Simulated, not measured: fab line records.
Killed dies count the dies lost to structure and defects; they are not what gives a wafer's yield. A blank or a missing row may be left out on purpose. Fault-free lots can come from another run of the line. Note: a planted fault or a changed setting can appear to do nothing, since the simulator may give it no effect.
Matching of chambers -- flow nand_harc -- 4 sister chambers for NHARC_A_STAIRCASE_DESCUM_252 on rie_diel-13
The step chemistry O2, time 3 s. 14 wafers are shown with their chamber, then 7 later ones without.

## WAFERS WITH THEIR CHAMBER
wafer,chamber,showerhead_plenum_p_Torr (Torr),drypump_motor_current_A (A),rf_vpp_V (V)
L074.3,1,1.85,5.5,57.8
L074.5,2,1.89,5.6,57.0
L074.6,1,1.85,5.5,58.9
L077.2,1,1.85,5.5,58.5
L077.3,3,1.88,5.7,57.9
L077.5,2,1.89,5.6,57.7
L079.1,2,1.88,5.6,57.2
L079.5,3,1.88,5.7,57.1
L079.6,0,1.79,5.3,55.5
L083.1,3,1.87,5.7,57.6
L083.2,1,1.84,5.6,56.8
L083.3,0,1.79,5.3,56.0
L085.2,2,1.88,5.7,57.8
L085.3,1,1.84,5.5,58.1

SIGNATURES (means of the wafers above)
reading,chamber 0,chamber 1,chamber 2,chamber 3,scatter within a chamber
showerhead_plenum_p_Torr,1.7900,1.8460,1.8850,1.8767,0.00535
drypump_motor_current_A,5.300,5.520,5.625,5.700,0.0394
rf_vpp_V,55.750,58.020,57.425,57.533,0.587
Rule: for a wafer and a chamber, the distance is found by dividing, reading by reading, the gap between the wafer's reading and the chamber's mean by the reading's scatter, squaring, summing and taking the root. If the next closest chamber is less than 2 further off than the closest, the wafer can't be placed; otherwise it belongs to the closest. The scatter is the square root of a quotient: the sum, over the shown wafers, of each reading's squared deviation from its chamber's mean, divided by wafers minus chambers.

## WAFERS WHOSE CHAMBER IS MISSING
wafer,showerhead_plenum_p_Torr (Torr),drypump_motor_current_A (A),rf_vpp_V (V)
L085.6,1.84,5.5,57.7
L087.1,1.79,5.3,57.9
L087.3,1.84,5.5,57.3
L087.6,1.84,5.5,57.4
L090.2,1.86,5.7,57.9
L090.5,1.87,5.7,58.2
L090.6,1.86,5.7,57.2

## EACH ONE'S CHAMBER
wafer,from the rows above,in truth
L085.6,1,1
L087.1,0,0
L087.3,1,1
L087.6,1,1
L090.2,can't be placed: 3 or 2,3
L090.5,can't be placed: 3 or 2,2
L090.6,can't be placed: 3 or 2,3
Correctly placed: 4 of 7. Unplaceable from these rows: 3, with the true chamber sitting among the candidates in 3. Number placed wrongly: 0.
